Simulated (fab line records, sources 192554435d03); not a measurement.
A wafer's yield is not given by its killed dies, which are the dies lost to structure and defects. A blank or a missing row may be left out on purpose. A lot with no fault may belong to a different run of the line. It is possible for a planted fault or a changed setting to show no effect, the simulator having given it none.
Chamber matching + flow n5-finfet + N5_BEOL_M8_STRIP_67 on rie-diel-03: 4 sister chambers
The step strips in CF4. 4 wafers are shown with their chamber, then 11 later ones without.

== EACH WAFER AND ITS CHAMBER ==
| wafer  | chamber | drypump-motor-current-A (A) |
|--------|---------|-----------------------------|
| L086.1 | 1       | 5.5                         |
| L086.3 | 2       | 5.0                         |
| L086.4 | 0       | 5.2                         |
| L087.2 | 3       | 5.9                         |

== WAFERS WITH NO CHAMBER GIVEN ==
| wafer  | drypump-motor-current-A (A) |
|--------|-----------------------------|
| L087.3 | 5.2                         |
| L087.5 | 5.5                         |
| L088.1 | 5.9                         |
| L088.4 | 5.4                         |
| L088.5 | 5.9                         |
| L096.1 | 5.2                         |
| L096.5 | 5.2                         |
| L096.6 | 5.9                         |
| L097.1 | 5.2                         |
| L097.2 | 5.0                         |
| L097.3 | 6.0                         |

== WHICH CHAMBER EACH ONE RAN IN ==
| wafer  | from the rows above | in truth |
|--------|---------------------|----------|
| L087.3 | 0                   | 0        |
| L087.5 | 1                   | 1        |
| L088.1 | 3                   | 3        |
| L088.4 | 1                   | 1        |
| L088.5 | 3                   | 3        |
| L096.1 | 0                   | 0        |
| L096.5 | 0                   | 0        |
| L096.6 | 3                   | 3        |
| L097.1 | 0                   | 0        |
| L097.2 | 2                   | 2        |
| L097.3 | 3                   | 3        |
Correctly placed: 11 of 11. Left unplaced by these rows: 0. Number placed wrongly: 0.
How it was worked out, from the rows above alone: a wafer's distance from a chamber is the root of the sum, over the readings, of the square of ((its reading less the chamber's mean) divided by the reading's scatter). The wafer belongs to the nearest chamber; if the next one is less than 2 further off, it can't be placed. Each chamber's mean is taken over the wafers shown for it. The scatter (one wafer shown for each chamber): square how far every hidden wafer sits from the nearest shown wafer, average those squares and take the square root.
